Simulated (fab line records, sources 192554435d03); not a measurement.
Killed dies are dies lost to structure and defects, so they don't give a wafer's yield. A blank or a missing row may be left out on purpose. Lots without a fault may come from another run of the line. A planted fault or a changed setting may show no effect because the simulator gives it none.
Chamber matching | flow n5_finfet | N5_BEOL_M1_ALD_84 on ald_metal-01: 4 sister chambers
The step deposits TaN, pulse time 2 s, purge time 3 s, co reactant purge time 2 s. 8 wafers are shown with their chamber, then 11 later ones without.

WAFERS WITH THEIR CHAMBER
wafer  | chamber | heater_power_w (W) | susceptor_temp_C (C)
L078.4 | 3       | 571                | 274.94
L079.1 | 2       | 424                | 274.72
L086.3 | 0       | 388                | 275.27
L086.5 | 3       | 571                | 274.97
L087.3 | 0       | 380                | 274.96
L087.4 | 1       | 354                | 275.03
L087.6 | 1       | 350                | 275.02
L090.1 | 2       | 421                | 274.49

WAFERS WITHOUT THEIR CHAMBER
wafer  | heater_power_w (W) | susceptor_temp_C (C)
L090.2 | 391                | 274.96
L090.4 | 564                | 275.08
L093.1 | 388                | 275.14
L093.2 | 415                | 274.88
L093.5 | 385                | 274.90
L094.1 | 356                | 274.75
L094.3 | 546                | 275.30
L094.5 | 417                | 275.05
L095.4 | 549                | 275.08
L095.5 | 567                | 275.07
L095.6 | 389                | 275.11

WHICH CHAMBER EACH WENT THROUGH
wafer  | from the rows above | in truth
L090.2 | 0                   | 0
L090.4 | 3                   | 3
L093.1 | 0                   | 0
L093.2 | 2                   | 2
L093.5 | 0                   | 0
L094.1 | 1                   | 1
L094.3 | 3                   | 3
L094.5 | 2                   | 2
L095.4 | 3                   | 3
L095.5 | 3                   | 3
L095.6 | 0                   | 0
Placed correctly: 11 of 11. Can't be placed from these rows: 0. Placed wrongly: 0.
How it was worked out, from the rows above alone: a wafer's distance from a chamber is the root of the sum, over the readings, of the square of ((its reading less the chamber's mean) divided by the reading's scatter). The wafer belongs to the nearest chamber; if the next one is less than 2 further off, it can't be placed. A chamber's mean is the mean of its shown wafers. The scatter: the root of (the sum of the squares of (reading less its chamber's mean) over the shown wafers, divided by (wafers less chambers)).
